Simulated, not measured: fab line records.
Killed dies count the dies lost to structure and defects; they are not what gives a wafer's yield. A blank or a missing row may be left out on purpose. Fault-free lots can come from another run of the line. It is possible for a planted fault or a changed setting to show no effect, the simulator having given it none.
Struck lot and sound lot, side by side :: flow n5Finfet :: 14 out of 1938 route steps
Sound: the wafers L621.2, L621.3, L621.4. The struck wafers were L626.4, L626.5, L626.6. At the end, the cause is stated.
Order at every step that has rows: each side's tool, ch and its chambers, its first start. Under that, the readings that differ: sound wafers :: struck wafers :: difference of the means :: sigmas: that difference in standard deviations of wafers without a fault.
alike: readings whose means differ by less than 2 such deviations, and words and numbers that are the same on both sides. not compared: withheld readings, readings that some wafer has no value for, bounds like >300 that may hide the same value, and numbers for which the record gives no deviation and whose values overlap.
A row with sigmas, a row that says differs or no value, or rows on one side alone: a step with any of these is where the two part. Numbers that don't overlap but have no deviation are shown without sigmas and don't part them. A reading that every wafer of one side lacks parts them only if that side has two wafers or more.

first, 3 steps without rows for these wafers: N5_FIN_SAQP_PRECLEAN_38 (cleans in O3/DIW, time 45 s); N5_FIN_SAQP_PRECLEAN_45 (cleans in dHF, time 10 s); N5_FIN_SAQP_SRD_39 (time 30 s).
N5_FIN_SAQP_OCD_MEAS_76:
  sound on ocd-01, day 4 14:23; struck on ocd-01, day 5 21:10
  alike: trenchDepthNm
N5_FIN_SAQP_INSPECT_40: inspects for defects (brightfield).
  sound on defectInspect-01, day 4 14:25; struck on defectInspect-02, day 5 21:11
  alike: rawDefectCount
then, 7 steps without rows for these wafers: N5_FIN_CUT_COAT_18 (time 60 s, resist thk 230 nm); N5_FIN_CUT_COAT_19 (time 60 s, resist thk 20 nm); N5_FIN_CUT_COAT_29 (time 60 s, resist thk 10 nm); N5_FIN_CUT_COAT_02 (resist thk 30 nm); N5_FIN_CUT_EBR_04; N5_FIN_CUT_SOFTBAKE_03 (time 60 s); N5_FIN_CUT_EXPOSE_05 (exposes mask FIN CUT).
N5_FIN_CUT_PEB_06: peb time 60 s.
  sound on lithoTrack-04 ch 0, day 4 14:39; struck on lithoTrack-01, day 5 21:26
  no value came back on the struck wafers for chillPlateTempC (C), exhaustPa (Pa), plateTempC (C); on the sound wafers chillPlateTempC (C) reads 23.10 23.18 23.06
then, 1 step without rows for these wafers: N5_FIN_CUT_DEVELOP_07 (develop time 30 s).

## WHERE THEY PART
Only at N5_FIN_CUT_PEB_06, within this record.

WHY: what the simulator had put in
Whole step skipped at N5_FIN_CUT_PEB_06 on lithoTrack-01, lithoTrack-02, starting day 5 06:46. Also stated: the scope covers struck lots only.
